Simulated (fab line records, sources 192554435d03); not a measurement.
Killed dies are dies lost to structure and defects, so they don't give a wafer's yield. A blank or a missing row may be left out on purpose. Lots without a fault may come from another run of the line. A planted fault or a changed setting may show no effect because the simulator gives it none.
fab line records | flow n5_finfet
record lots=6 wafers=18 last_day=15
route steps=1938 shown HKMG_FIN@432 BEOL_M4@1111 PASSIVATION@1936
lots that met no fault: from a run of the same line without faults
start_h: hours from the record's first day to the start of the lot's first wafer shown | wait_h: hours since the lot's step before | " the same as in the row above | L1.1+2: a row that stands for several wafers | - no value, or no start given | * or withheld: withheld | < > ~ a bound
route shown NAME@n: a module of which the file shows steps, and the number in the route of the first | usual: mean/standard deviation of fault-free wafers | same: alike in all rows | chamber/n: place in a boat | sites: the reading at each site | _std_site: their standard deviation | _edge_site: outer sites' mean less inner sites' | radius_mm: how far each site lies from the wafer's centre | mask NAME#n: copy n | behind: the tool/chamber that last shaped the wafer | hold: why the lot was held/for how many hours/how that ended | device: the transistor (n, p or np) that didn't switch | end of line: the same wafers' tests at the end of the route | a step without rows: its recipe alone | killed: dies lost to structure and defects at the first sort, not the wafer's yield | map: a wafer's dies, x killed, . not, _ none there
set.NAME: the setting as run; set.NAME@STEP: as run at that earlier step | model.NAME: the simulator's own value behind a step, which no gauge read
lots at some steps of the route; a table a step, a row a wafer
services: from which hour (start_h, from the record's first day; less than 0 if before it) a tool's chamber was out of use, for how many hours, and why
## steps
# step N5_HKMG_FIN_INSPECT_14
# recipe mode=adi inspect_instrument=macro
# usual raw_defect_count=2.2/1.6
# columns lot.wafer tool chamber start_h wait_h raw_defect_count
L485.1 defect_inspect-02 - 83.88 0.0 4
L485.3 " - " " 2
L485.5 " - " " 2
L489.1 defect_inspect-02 - 116.66 0.0 2
L489.2 " - " " 4
L489.6 " - " " 1
L490.1 defect_inspect-02 - 118.56 0.0 2
L490.3 " - " " 1
L490.4 " - " " 3
L491.1 defect_inspect-01 - 124.05 0.0 1
L491.3 " - " " 1
L491.6 " - " " 3
L496.1 defect_inspect-01 - 149.07 0.0 1
L496.2 " - " " 5
L496.6 " - " " 1
L499.1 defect_inspect-02 - 171.77 0.0 6
L499.4 " - " " 3
L499.6 " - " " 4
# step N5_HKMG_FIN_DESCUM_17
# recipe chemistry=O2 time_s=7.9 source_power_w=50 bias_power_w=20 pressure_mtorr=20 rf_frequency_hz=2.712e+07 temp_c=40 resist=CAR-ArF o2_flow_sccm=225
# usual drypump_motor_current_A=5.6/0.5 o2_flow_sccm=225.0/0.69 oes_product_au=0.84/0.066 rf_vpp_V=243.3/1.2 showerhead_plenum_p_Torr=2.10/0.063 throttle_valve_pct=20.36/0.22
# columns lot.wafer tool chamber start_h wait_h drypump_motor_current_A o2_flow_sccm oes_product_au rf_hours_counter_h rf_vpp_V showerhead_plenum_p_Torr throttle_valve_pct
L485.1 rie_diel-02 1 84.04 0.2 5.0 225.0 0.94 4 241.4 2.05 20.31
L485.3 " 0 " " 5.4 224.2 0.76 120 241.6 2.09 20.44
L485.5 " 3 " " 5.4 226.0 0.81 - 244.7 2.21 20.54
L489.1 rie_diel-03 0 116.69 0.0 5.5 224.7 0.86 55 244.9 2.22 19.94
L489.2 " 1 " " 6.1 226.1 0.92 24 243.7 2.14 20.14
L489.6 " 3 " " 6.0 224.8 0.78 - 243.9 2.10 20.11
L490.1 rie_diel-02 2 118.73 0.2 5.1 225.0 0.96 8 242.7 2.05 20.57
L490.3 " 3 " " 5.4 224.7 0.79 127 243.4 2.20 20.56
L490.4 " 1 " " 5.1 224.3 0.89 20 244.9 2.04 20.32
L491.1 rie_diel-06 3 124.08 0.0 6.6 225.7 0.82 71 243.5 2.13 20.60
L491.3 " 2 " " 5.4 224.4 0.84 75 241.4 2.02 20.31
L491.6 " 3 " " 6.6 225.0 0.83 - 243.4 2.13 20.60
L496.1 rie_diel-03 2 149.10 0.0 5.6 227.3 0.89 22 243.8 2.14 19.99
L496.2 " 0 " " 5.4 225.7 0.84 65 244.7 2.22 19.95
L496.6 " 1 " " 6.1 225.0 0.91 - 242.7 2.14 20.18
L499.1 rie_diel-06 3 171.80 0.0 6.6 224.3 0.79 89 243.0 2.12 20.64
L499.4 " 2 " " 5.4 225.9 0.80 93 241.3 2.02 20.33
L499.6 " 0 " " 6.3 225.8 0.88 - 242.4 2.03 20.44
# step N5_HKMG_FIN_ETCH_31
# recipe chemistry=CF4 target=SiARC target_depth_a=455 mask_material=CAR-ArF time_s=75.8 ion_energy_ev=80 pressure_mtorr=40 source_w=545 bias_w=36 Ar_flow_sccm=100 cf4_flow_sccm=100 ends=cleared
# step N5_HKMG_FIN_ETCH_32
# recipe chemistry=N2/H2 target=SOC target_depth_a=2400 temp_c=40 time_s=300 ion_energy_ev=200 mask_material=SiARC pressure_mtorr=30 source_w=840 bias_w=150 n2_flow_sccm=200 h2_flow_sccm=200
# step N5_HKMG_FIN_STRIP_33
# recipe chemistry=N2/H2 temp_c=40 n2_flow_sccm=200 h2_flow_sccm=200 rf_frequency_hz=6e+07
# step N5_HKMG_FIN_STRIP_34
# recipe chemistry=CF4 resist=SiARC power_w=300 bias_power_w=75 pressure_mtorr=50 cf4_flow_sccm=150 rf_frequency_hz=6e+07
# usual drypump_motor_current_A=5.6/0.5 oes_product_au=0.83/0.063 power_w=300.1/0.89 rf_vpp_V=271.3/1.3 showerhead_plenum_p_Torr=1.80/0.046 throttle_valve_pct=13.48/0.2
# columns lot.wafer tool chamber start_h wait_h drypump_motor_current_A oes_product_au power_w rf_hours_counter_h rf_vpp_V showerhead_plenum_p_Torr throttle_valve_pct
L485.1 rie_diel-02 1 84.32 0.0 5.0 0.94 299.5 4 271.0 1.76 13.42
L485.3 " 0 " " 5.4 0.76 300.5 120 272.8 1.81 13.76
L485.5 " 3 " " 5.4 0.80 300.7 - 273.7 1.88 13.61
L489.1 rie_diel-03 0 116.98 0.0 5.5 0.84 299.2 55 274.4 1.88 13.02
L489.2 " 1 " " 6.1 0.92 301.3 24 272.5 1.84 13.30
L489.6 " 3 " " 5.9 0.76 302.1 - 271.8 1.80 13.31
L490.1 rie_diel-02 2 119.01 0.0 5.1 0.93 299.8 8 271.4 1.76 13.52
L490.3 " 3 " " 5.4 0.78 299.4 127 272.9 1.87 13.67
L490.4 " 1 " " 5.1 0.89 299.3 20 269.8 1.76 13.45
L491.1 rie_diel-06 3 124.36 0.0 6.6 0.81 301.1 71 271.3 1.81 13.56
L491.3 " 2 " " 5.4 0.84 299.7 75 270.2 1.76 13.56
L491.6 " 3 " " 6.6 0.81 301.4 - 270.5 1.81 13.58
L496.1 rie_diel-03 2 149.38 0.0 5.6 0.88 299.3 22 271.4 1.83 13.17
L496.2 " 0 " " 5.4 0.83 298.5 65 272.8 1.88 13.07
L496.6 " 1 " " 6.1 0.90 300.2 - 270.7 1.84 13.32
L499.1 rie_diel-06 3 172.08 0.0 6.6 0.79 298.7 89 271.6 1.81 13.62
L499.4 " 2 " " 5.4 0.82 300.7 93 268.9 1.76 13.59
L499.6 " 0 " " 6.2 0.86 300.4 - 271.2 1.76 13.55
# step N5_HKMG_FIN_ETCH_35
# recipe chemistry=N2/H2 target=SOC target_depth_a=2158 ion_energy_ev=65 bias_w=5 source_w=3000 time_s=243.4 pressure_mtorr=30 n2_flow_sccm=200 h2_flow_sccm=200
# step N5_HKMG_FIN_STRIP_92
# recipe chemistry=N2/H2 material=SOC time_s=20 power_w=500 temp_c=40 pressure_mtorr=50 rf_frequency_hz=6e+07 bias_power_w=8 h2_frac=0.5 n2_flow_sccm=300 h2_flow_sccm=300
# step N5_HKMG_FIN_WET_ETCH_18
# recipe chemistry=SC1 target=TiN mix=1:1:5 temp_c=* time_s=55 target_depth_nm=5.2 dry=ipa_marangoni rinse_time_s=30 rinse_temp_c=23
# step N5_HKMG_FIN_STRIP_19
# recipe chemistry=N2/H2 power_w=2500 temp_c=300 h2_frac=0.65 time_s=360 pressure_mtorr=withheld n2_flow_sccm=1750 h2_flow_sccm=3250
# usual drypump_motor_current_A=5.5/0.36 heater_power_w=440/14
# columns lot.wafer tool chamber start_h wait_h drypump_motor_current_A heater_power_w rf_hours_counter_h
L485.1 plasma_asher-02 1 84.63 0.0 5.1 447 89
L485.3 " 0 " " 5.8 443 -
L485.5 " 1 " " 5.1 442 -
L489.1 plasma_asher-02 0 117.29 0.0 5.8 441 94
L489.2 " 1 " " 5.1 442 94
L489.6 " 0 " " 5.8 451 -
L490.1 plasma_asher-02 1 119.33 0.0 5.2 449 95
L490.3 " 1 " " 5.1 449 -
L490.4 " 0 " " 5.8 442 -
L491.1 plasma_asher-02 1 124.75 0.0 5.1 450 98
L491.3 " 1 " " 5.1 436 -
L491.6 " 0 " " 5.8 444 -
L496.1 plasma_asher-02 0 149.70 0.0 5.8 455 105
L496.2 " 1 " " 5.1 443 105
L496.6 " 1 " " 5.1 443 -
L499.1 plasma_asher-02 1 172.40 0.0 5.1 448 109
L499.4 " 1 " " 5.1 437 -
L499.6 " 0 " " 5.8 451 -
# step N5_HKMG_FIN_ALD_91
# recipe material=TiN target_thk_a=10 temp_c=400 ald_precursor_family=TiCl4 ald_co_reactant=NH3 pulse_time_s=1 purge_time_s=3 co_reactant_purge_time_s=2 co_reactant_pulse_time_s=2 ald_cycles=47 pressure_torr=3
# usual heater_power_w=885/83 precursor_pulse_height_rel=1.001/0.019
# columns lot.wafer tool chamber start_h wait_h heater_power_w precursor_pulse_height_rel
L485.1 ald_metal-03 3 85.02 0.3 983 0.998
L485.3 " 2 " " 803 1.012
L485.5 " 0 " " 772 0.988
L489.1 ald_metal-03 1 117.67 0.3 1083 1.010
L489.2 " 3 " " 963 0.955
L489.6 " 2 " " 789 0.984
L490.1 ald_metal-02 1 119.71 0.3 964 1.011
L490.3 " 0 " " 830 1.021
L490.4 " 3 " " 881 0.992
L491.1 ald_metal-04 2 125.13 0.3 824 0.991
L491.3 " 3 " " 885 0.981
L491.6 " 3 " " 915 0.998
L496.1 ald_metal-02 0 150.08 0.3 811 1.017
L496.2 " 1 " " 966 0.990
L496.6 " 3 " " 869 1.009
L499.1 ald_metal-02 0 172.78 0.3 814 1.005
L499.4 " 3 " " 892 1.033
L499.6 " 3 " " 881 0.999
# step N5_HKMG_FIN_COAT_85
# recipe resist=SOC temp_c=250 time_s=60 spin_rpm=1500 resist_thk_nm=300
# step N5_HKMG_FIN_ETCH_86
# recipe chemistry=N2/H2 target=SOC target_depth_a=3932 stop_on=TiN ion_energy_ev=100 bias_w=61 pressure_mtorr=30 source_w=850 n2_flow_sccm=200 h2_flow_sccm=200
# usual bias_w=60.96/0.17 chamber_pressure_mTorr=29.999/0.029 drypump_motor_current_A=5.6/0.54 oes_product_au=0.82/0.065 rf_vpp_V=240.9/1.3 showerhead_plenum_p_Torr=2.54/0.076 throttle_valve_pct=17.74/0.25
# columns lot.wafer tool chamber start_h wait_h bias_w chamber_pressure_mTorr drypump_motor_current_A oes_product_au rf_hours_counter_h rf_vpp_V showerhead_plenum_p_Torr throttle_valve_pct model.SOC_of_HKMG_FIN_COAT_85.thk_nm
L485.1 rie_diel-02 3 85.46 - 61.18 29.984 5.4 0.80 113 241.3 2.67 17.74 16.4
L485.3 " 0 " " 61.13 30.046 5.4 0.75 121 240.8 2.55 17.96 19.4
L485.5 " 1 " " 60.85 30.008 5.1 0.94 - 240.8 2.50 17.77 13.6
L489.1 rie_diel-06 0 118.20 - 60.86 30.013 6.2 0.90 18 239.9 2.49 17.72 11.6
L489.2 " 3 " " 61.10 29.994 6.6 0.82 68 242.0 2.59 18.02 13.4
L489.6 " 2 " " 60.92 30.009 5.5 0.84 - 240.9 2.47 17.59 15.8
L490.1 rie_diel-03 3 120.14 - - - - - - - - - 300
L490.3 " 1 " " - - - - - - - - 299.6
L490.4 " 2 " " - - - - - - - - 299.4
L491.1 rie_diel-06 1 125.47 - - - - - - - - - 300.4
L491.3 " 0 " " - - - - - - - - 300.8
L491.6 " 0 " " - - - - - - - - 300
L496.1 rie_diel-03 1 150.42 - 60.77 29.979 6.1 0.90 35 239.8 2.60 17.50 16.8
L496.2 " 3 " " 61.03 29.935 6.0 0.76 125 240.9 2.55 17.69 15.4
L496.6 " 3 " " 61.04 30.005 6.0 0.76 - 241.1 2.55 17.67 15.4
L499.1 rie_diel-02 0 173.35 - 60.91 30.016 5.4 0.72 153 241.5 2.54 18.02 20.2
L499.4 " 3 " " 60.70 29.983 5.4 0.76 144 243.7 2.65 17.79 17.2
L499.6 " 3 " " 60.99 29.977 5.4 0.77 - 240.7 2.65 17.78 17.4
# step N5_HKMG_FIN_STRIP_89
# recipe chemistry=N2/H2 material=SOC time_s=20 power_w=500 temp_c=40 pressure_mtorr=50 rf_frequency_hz=6e+07 bias_power_w=8 h2_frac=0.5 n2_flow_sccm=300 h2_flow_sccm=300
# usual drypump_motor_current_A=5.7/0.55 oes_product_au=0.82/0.066 power_w=499.9/1.5 rf_vpp_V=54.3/0.86 showerhead_plenum_p_Torr=3.36/0.097 throttle_valve_pct=18.9/0.46
# columns lot.wafer tool chamber start_h wait_h drypump_motor_current_A oes_product_au power_w rf_hours_counter_h rf_vpp_V showerhead_plenum_p_Torr throttle_valve_pct
L485.1 rie_diel-02 3 85.52 0.0 5.4 0.80 503.0 113 56.2 3.51 18.7
L485.3 " 0 " " 5.4 0.75 498.3 121 53.7 3.37 19.2
L485.5 " 1 " " 5.0 0.91 499.2 - 53.4 3.30 19.1
L489.1 rie_diel-06 0 118.26 0.0 6.2 0.91 501.6 18 55.5 3.29 18.6
L489.2 " 3 " " 6.6 0.83 499.2 68 52.8 3.41 19.5
L489.6 " 2 " " 5.5 0.83 498.4 - 53.9 3.26 18.5
L490.1 rie_diel-03 3 120.20 0.0 6.0 0.79 496.5 116 54.4 3.37 19.4
L490.3 " 1 " " 6.2 0.91 497.8 25 54.6 3.43 18.7
L490.4 " 2 " " 5.6 0.91 500.2 13 55.3 3.42 18.1
L491.1 rie_diel-06 1 125.53 0.0 4.8 0.76 499.3 144 53.2 3.21 18.9
L491.3 " 0 " " 6.3 0.90 500.3 21 53.2 3.29 18.6
L491.6 " 0 " " 6.2 0.91 499.5 - 53.7 3.29 18.7
L496.1 rie_diel-03 1 150.48 0.0 6.1 0.88 502.7 35 53.5 3.43 18.7
L496.2 " 3 " " 6.0 0.77 500.1 125 54.7 3.36 19.4
L496.6 " 3 " " 6.0 0.77 498.9 - 55.6 3.36 19.4
L499.1 rie_diel-02 0 173.41 0.0 5.4 0.72 501.3 153 53.4 3.36 19.3
L499.4 " 3 " " 5.4 0.77 498.0 144 54.5 3.50 18.7
L499.6 " 3 " " 5.4 0.77 498.1 - 55.0 3.50 18.7
# step N5_BEOL_M4_RC_MEAS_101
# usual DIBL_N=36.0/1.9 DIBL_P=36.0/2.1 IOFF_N=0.155/0.029 IOFF_P=0.20/0.032 ION_N=672/11 ION_P=461/6.9 SS_N=71.5/0.58 SS_P=73.2/0.64 VT_N=250.4/2.9 VT_P=-251.0/2.8
# columns lot.wafer tool chamber start_h wait_h DIBL_N[mV/V] DIBL_P[mV/V] IOFF_N[nA/um] IOFF_P[nA/um] ION_N[uA/um] ION_P[uA/um] SS_N[mV/dec] SS_P[mV/dec] VT_N[mV] VT_P[mV]
L485.1 prober-02 0 185.25 0.0 38.1 37.7 0.174 0.24 683 468 72.3 74.5 246.6 -247.6
L485.3 " 0 " " 37.3 36.5 0.157 0.22 661 458 71.7 73.7 251.3 -249.1
L485.5 " 0 " " 37.3 35.5 0.142 0.20 664 454 72.1 73.3 254.7 -251.5
L489.1 prober-02 0 214.31 0.0 40.1 40.3 0.224 0.27 675 464 72.9 74.0 247.6 -248.9
L489.2 " 0 " " 38.9 38.8 0.185 0.25 682 472 71.4 73.7 250.4 -247.6
L489.6 " 0 " " 39.9 39.2 0.214 0.26 674 461 71.1 73.9 247.6 -245.5
L496.1 prober-01 0 249.65 0.0 37.5 36.7 0.189 0.22 674 457 72.7 73.3 247.8 -248.9
L496.2 " 0 " " 37.1 36.4 0.163 0.21 667 451 71.6 73.9 247.3 -251.0
L496.6 " 0 " " 36.6 36.0 0.158 0.20 658 450 71.7 73.3 248.4 -253.3
L499.1 prober-01 0 263.93 0.0 34.9 36.2 0.129 0.19 647 449 72.0 73.1 252.0 -251.1
L499.4 " 0 " " 34.9 36.2 0.134 0.18 656 451 71.2 72.7 250.8 -251.4
L499.6 " 0 " " 37.1 39.3 0.184 0.23 692 469 72.2 73.7 248.3 -250.2
# step N5_PASSIVATION_PROBE_49
# usual defect_limited_yield=91.0/1.5 killed_at_M0_to_M3=33/9.4 killed_at_M4_up=14/4.8 killed_at_contacts=13/7.3 killed_at_front_end=43/13 killed_at_other=3.6/2.9 killed_dies=106/18 killed_on_rim=14/4.2 killed_open=69/13 killed_short=35/8.2 sort_bin_5_function=5.3/1 sort_bin_6_memory=3.3/0.68 sort_bin_8_speed=0.01/0.027 sort_n_pass=1074/18 sort_yield_pct=91.0/1.5
# same gross_dies=1180 killed_at_back_side=0 sort_bin_4_leakage[%]=0
# columns lot.wafer tool chamber start_h wait_h defect_limited_yield[%] killed_at_M0_to_M3 killed_at_M4_up killed_at_contacts killed_at_front_end killed_at_other killed_dies killed_on_rim killed_open killed_short sort_bin_5_function[%] sort_bin_6_memory[%] sort_bin_8_speed[%] sort_n_pass sort_yield_pct[%]
L485.1 prober-01 - 280.42 0.0 91.1 20 24 14 47 0 105 9 80 25 5.6 3.1 0 1075 91.1
L485.3 prober-01 - 280.52 0.1 89.7 39 14 27 41 1 122 15 72 50 5.7 4.2 0 1058 89.7
L485.5 prober-01 - 280.62 0.2 90.0 20 17 21 57 3 118 13 75 42 6.5 3.1 0.08 1062 90.0
L490.1 prober-02 - 329.31 0.0 0 30 10 8 1129 3 1180 152 61 27 97.5 2.3 0 0 0
L490.3 prober-02 - 329.41 0.1 0 22 10 13 1131 4 1180 152 67 38 96.7 3.1 0 0 0
L490.4 prober-02 - 329.46 0.2 0 24 8 16 1129 3 1180 152 66 49 96.4 3.3 0 0 0
L491.1 prober-02 - 343.10 0.0 0 35 10 11 1118 6 1180 152 60 40 96.4 3.5 0 0 0
L491.3 prober-02 - 343.20 0.1 0 48 6 21 1092 13 1180 152 83 52 94.9 4.7 0 0 0
L491.6 prober-02 - 343.35 0.3 0 30 14 14 1115 7 1180 152 59 29 96.9 2.9 0 0 0
L496.6 prober-01 - 356.39 0.3 89.4 34 14 12 65 0 125 17 91 32 6.2 4.1 0 1055 89.4
L499.1 prober-01 - 360.91 0.0 90.1 32 17 14 48 6 117 15 78 36 5.7 4.0 0 1063 90.1
L499.4 prober-01 - 361.06 0.2 90.3 42 19 10 42 1 114 13 71 41 5.6 3.9 0 1066 90.3
L499.6 prober-01 - 361.16 0.3 90.7 54 16 6 33 1 110 15 72 38 5.3 3.6 0 1070 90.7
# killed by level:class
L485.1 BEOL_M4:geometric_particle:open=12 FIN_SAQP:geometric_particle:open=11 MOL_CONTACT_COAG:geometric_particle:open=11 DUMMY_GATE:geometric_particle:open=9 FIN_SAQP:geometric_particle:short=7 STI_FIN_REVEAL:geometric_particle:open=6 GATE_CUT:geometric_particle:short=5 BEOL_M7:geometric_particle:open=5
L485.3 MOL_CONTACT_COAG:geometric_particle:open=21 BEOL_M0_SAQP:geometric_particle:short=12 FIN_SAQP:geometric_particle:short=10 BEOL_M4:geometric_particle:open=9 FIN_SAQP:geometric_particle:open=8 BEOL_M0_SAQP:geometric_particle:open=7 STI_FIN_REVEAL:geometric_particle:open=6 MOL_CONTACT_COAG:geometric_particle:short=6
L485.5 FIN_SAQP:geometric_particle:short=19 MOL_CONTACT_COAG:geometric_particle:open=17 FIN_SAQP:geometric_particle:open=12 BEOL_M4:geometric_particle:open=11 DUMMY_GATE:geometric_particle:open=8 STI_FIN_REVEAL:geometric_particle:open=6 BEOL_M0_SAQP:geometric_particle:short=5 BEOL_M3:geometric_particle:open=5
L490.1 HKMG_FIN:area_etch=1091 FIN_SAQP:geometric_particle:open=14 BEOL_M3:geometric_particle:open=7 DUMMY_GATE:geometric_particle:open=6 BEOL_M0_SAQP:geometric_particle:short=6 STI_FIN_REVEAL:geometric_particle:open=5 MOL_CONTACT_COAG:geometric_particle:open=5 BEOL_M1:geometric_particle:open=5
L490.3 HKMG_FIN:area_etch=1075 FIN_SAQP:geometric_particle:open=14 MOL_CONTACT_COAG:geometric_particle:open=9 ILD0:geometric_particle:short=7 BEOL_M2:geometric_particle:open=6 STARTING-WAFER:geometric_particle:open=6 FIN_SAQP:geometric_particle:short=5 STI_FIN_REVEAL:geometric_particle:open=5
L490.4 HKMG_FIN:area_etch=1063 FIN_SAQP:geometric_particle:short=18 FIN_SAQP:geometric_particle:open=12 BEOL_M1:geometric_particle:open=11 MOL_CONTACT_COAG:geometric_particle:open=10 GATE_CUT:geometric_particle:short=8 GATE_CUT:geometric_particle:open=6 DUMMY_GATE:geometric_particle:open=6
L491.1 HKMG_FIN:area_etch=1080 GATE_CUT:geometric_particle:short=10 MOL_CONTACT_COAG:geometric_particle:open=9 FIN_SAQP:geometric_particle:short=8 BEOL_M0_SAQP:geometric_particle:open=8 STI_FIN_REVEAL:geometric_particle:open=7 BEOL_M1:geometric_particle:open=7 BEOL_M0_SAQP:geometric_particle:short=7
L491.3 HKMG_FIN:area_etch=1045 STI_FIN_REVEAL:geometric_particle:open=17 MOL_CONTACT_COAG:geometric_particle:open=16 FIN_SAQP:geometric_particle:short=10 BEOL_M0_SAQP:geometric_particle:open=10 BEOL_M0:geometric_particle:short=10 BEOL_M0_SAQP:geometric_particle:short=9 BEOL_M1:geometric_particle:open=8
L491.6 HKMG_FIN:area_etch=1092 MOL_CONTACT_COAG:geometric_particle:open=13 BEOL_M0_SAQP:geometric_particle:short=7 BEOL_M3:geometric_particle:open=7 FIN_SAQP:geometric_particle:open=5 BEOL_M1:geometric_particle:open=5 BEOL_M0:geometric_particle:short=4 BEOL_M5:geometric_particle:open=4
L496.6 FIN_SAQP:geometric_particle:open=12 BEOL_M3:geometric_particle:open=12 DUMMY_GATE:geometric_particle:open=11 FIN_SAQP:geometric_particle:short=10 MOL_CONTACT_COAG:geometric_particle:open=10 STI_FIN_REVEAL:geometric_particle:open=9 BEOL_M1:geometric_particle:open=6 BEOL_M5:geometric_particle:open=6
L499.1 STI_FIN_REVEAL:geometric_particle:open=15 BEOL_M3:geometric_particle:open=13 MOL_CONTACT_COAG:geometric_particle:open=11 BEOL_M4:geometric_particle:open=9 STI_FIN_REVEAL:geometric_particle:short=6 BEOL_M0_SAQP:geometric_particle:open=6 DUMMY_GATE:geometric_particle:open=5 DUMMY_GATE:geometric_particle:short=4
L499.4 BEOL_M3:geometric_particle:open=14 FIN_SAQP:geometric_particle:short=10 STI_FIN_REVEAL:geometric_particle:open=10 BEOL_M2:geometric_particle:open=9 BEOL_M4:geometric_particle:open=8 FIN_SAQP:geometric_particle:open=7 MOL_CONTACT_COAG:geometric_particle:open=7 BEOL_M3:geometric_particle:short=7
L499.6 BEOL_M3:geometric_particle:open=19 BEOL_M2:geometric_particle:open=10 BEOL_M4:geometric_particle:open=9 BEOL_M0_SAQP:geometric_particle:short=8 STI_FIN_REVEAL:geometric_particle:open=7 BEOL_M3:geometric_particle:short=7 FIN_SAQP:geometric_particle:short=6 DUMMY_GATE:geometric_particle:open=6
# map L490.1 (x killed, . not)
_________________xxxxxxxxxxxx________________
______________xxxxxxxxxxxxxxxxxx_____________
___________xxxxxxxxxxxxxxxxxxxxxxxx__________
__________xxxxxxxxxxxxxxxxxxxxxxxxxx_________
________xxxxxxxxxxxxxxxxxxxxxxxxxxxxxx_______
_______xxxxxxxxxxxxxxxxxxxxxxxxxxxxxxxx______
______xxxxxxxxxxxxxxxxxxxxxxxxxxxxxxxxxx_____
_____xxxxxxxxxxxxxxxxxxxxxxxxxxxxxxxxxxxx____
____xxxxxxxxxxxxxxxxxxxxxxxxxxxxxxxxxxxxxx___
___xxxxxxxxxxxxxxxxxxxxxxxxxxxxxxxxxxxxxxxx__
___xxxxxxxxxxxxxxxxxxxxxxxxxxxxxxxxxxxxxxxx__
__xxxxxxxxxxxxxxxxxxxxxxxxxxxxxxxxxxxxxxxxxx_
__xxxxxxxxxxxxxxxxxxxxxxxxxxxxxxxxxxxxxxxxxx_
_xxxxxxxxxxxxxxxxxxxxxxxxxxxxxxxxxxxxxxxxxxxx
_xxxxxxxxxxxxxxxxxxxxxxxxxxxxxxxxxxxxxxxxxxxx
_xxxxxxxxxxxxxxxxxxxxxxxxxxxxxxxxxxxxxxxxxxxx
_xxxxxxxxxxxxxxxxxxxxxxxxxxxxxxxxxxxxxxxxxxxx
_xxxxxxxxxxxxxxxxxxxxxxxxxxxxxxxxxxxxxxxxxxxx
_xxxxxxxxxxxxxxxxxxxxxxxxxxxxxxxxxxxxxxxxxxxx
_xxxxxxxxxxxxxxxxxxxxxxxxxxxxxxxxxxxxxxxxxxxx
_xxxxxxxxxxxxxxxxxxxxxxxxxxxxxxxxxxxxxxxxxxxx
__xxxxxxxxxxxxxxxxxxxxxxxxxxxxxxxxxxxxxxxxxx_
__xxxxxxxxxxxxxxxxxxxxxxxxxxxxxxxxxxxxxxxxxx_
___xxxxxxxxxxxxxxxxxxxxxxxxxxxxxxxxxxxxxxxx__
___xxxxxxxxxxxxxxxxxxxxxxxxxxxxxxxxxxxxxxxx__
____xxxxxxxxxxxxxxxxxxxxxxxxxxxxxxxxxxxxxx___
_____xxxxxxxxxxxxxxxxxxxxxxxxxxxxxxxxxxxx____
______xxxxxxxxxxxxxxxxxxxxxxxxxxxxxxxxxx_____
_______xxxxxxxxxxxxxxxxxxxxxxxxxxxxxxxx______
________xxxxxxxxxxxxxxxxxxxxxxxxxxxxxx_______
__________xxxxxxxxxxxxxxxxxxxxxxxxxx_________
___________xxxxxxxxxxxxxxxxxxxxxxxx__________
______________xxxxxxxxxxxxxxxxxx_____________
_________________xxxxxxxxxxxx________________
# map L491.1 (x killed, . not)
_________________xxxxxxxxxxxx________________
______________xxxxxxxxxxxxxxxxxx_____________
___________xxxxxxxxxxxxxxxxxxxxxxxx__________
__________xxxxxxxxxxxxxxxxxxxxxxxxxx_________
________xxxxxxxxxxxxxxxxxxxxxxxxxxxxxx_______
_______xxxxxxxxxxxxxxxxxxxxxxxxxxxxxxxx______
______xxxxxxxxxxxxxxxxxxxxxxxxxxxxxxxxxx_____
_____xxxxxxxxxxxxxxxxxxxxxxxxxxxxxxxxxxxx____
____xxxxxxxxxxxxxxxxxxxxxxxxxxxxxxxxxxxxxx___
___xxxxxxxxxxxxxxxxxxxxxxxxxxxxxxxxxxxxxxxx__
___xxxxxxxxxxxxxxxxxxxxxxxxxxxxxxxxxxxxxxxx__
__xxxxxxxxxxxxxxxxxxxxxxxxxxxxxxxxxxxxxxxxxx_
__xxxxxxxxxxxxxxxxxxxxxxxxxxxxxxxxxxxxxxxxxx_
_xxxxxxxxxxxxxxxxxxxxxxxxxxxxxxxxxxxxxxxxxxxx
_xxxxxxxxxxxxxxxxxxxxxxxxxxxxxxxxxxxxxxxxxxxx
_xxxxxxxxxxxxxxxxxxxxxxxxxxxxxxxxxxxxxxxxxxxx
_xxxxxxxxxxxxxxxxxxxxxxxxxxxxxxxxxxxxxxxxxxxx
_xxxxxxxxxxxxxxxxxxxxxxxxxxxxxxxxxxxxxxxxxxxx
_xxxxxxxxxxxxxxxxxxxxxxxxxxxxxxxxxxxxxxxxxxxx
_xxxxxxxxxxxxxxxxxxxxxxxxxxxxxxxxxxxxxxxxxxxx
_xxxxxxxxxxxxxxxxxxxxxxxxxxxxxxxxxxxxxxxxxxxx
__xxxxxxxxxxxxxxxxxxxxxxxxxxxxxxxxxxxxxxxxxx_
__xxxxxxxxxxxxxxxxxxxxxxxxxxxxxxxxxxxxxxxxxx_
___xxxxxxxxxxxxxxxxxxxxxxxxxxxxxxxxxxxxxxxx__
___xxxxxxxxxxxxxxxxxxxxxxxxxxxxxxxxxxxxxxxx__
____xxxxxxxxxxxxxxxxxxxxxxxxxxxxxxxxxxxxxx___
_____xxxxxxxxxxxxxxxxxxxxxxxxxxxxxxxxxxxx____
______xxxxxxxxxxxxxxxxxxxxxxxxxxxxxxxxxx_____
_______xxxxxxxxxxxxxxxxxxxxxxxxxxxxxxxx______
________xxxxxxxxxxxxxxxxxxxxxxxxxxxxxx_______
__________xxxxxxxxxxxxxxxxxxxxxxxxxx_________
___________xxxxxxxxxxxxxxxxxxxxxxxx__________
______________xxxxxxxxxxxxxxxxxx_____________
_________________xxxxxxxxxxxx________________
## services
# columns tool chamber start_h hours kind
rie_diel-02 - 63.34 4.1 repair
ald_metal-02 - 64.59 6.0 pm
rie_diel-03 2 68.24 - clean
rie_diel-03 2 68.24 - consumable_replace:focus_ring
rie_diel-03 2 68.24 21.9 scheduled_down
rie_diel-03 2 68.24 21.9 vent_cycle
rie_diel-02 2 74.93 - clean
rie_diel-02 2 74.93 - consumable_replace:focus_ring
rie_diel-02 2 74.93 26.6 scheduled_down
rie_diel-02 2 74.93 26.6 vent_cycle
ald_metal-02 3 85.05 15.9 repair
rie_diel-06 - 100.57 14.6 pm
plasma_asher-02 - 109.26 2.8 pm
ald_metal-03 1 110.48 4.2 repair
rie_diel-06 0 131.05 5.5 repair
rie_diel-06 0 162.38 3.7 repair
rie_diel-02 1 162.82 3.1 repair
ald_metal-04 1 168.48 2.2 repair
## key
first_sign step=N5_HKMG_FIN_ETCH_86 reading=tool_record direction=missing
effect step=N5_PASSIVATION_PROBE_49 reading=sort_bin_5_function direction=up sigmas=90 usual=5.3 struck=96.5
model_effect step=N5_HKMG_FIN_ETCH_86 value=SOC_of_HKMG_FIN_COAT_85.thk_nm without=14.07 struck=300
more_kills_born_at N5_HKMG_FIN_ETCH_86@rie_diel-03=3228 N5_HKMG_FIN_ETCH_86@rie_diel-06=3205
met_at N5_HKMG_FIN_ETCH_86
struck_wafers L490.1,L490.3,L490.4,L491.1,L491.3,L491.6
later_rows_left_out L490.1,L490.3,L490.4,L491.1,L491.3,L491.6
onset_between 118.20 120.14
fault kind=skipped_step_whole tool=rie_diel-03,rie_diel-06 chamber=- onset_h=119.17 steps=N5_HKMG_FIN_ETCH_86 scope=struck_lots_only
# later_rows_left_out: the simulator's readings of these wafers behind a module that went badly wrong aren't trusted and aren't shown, but for the sort
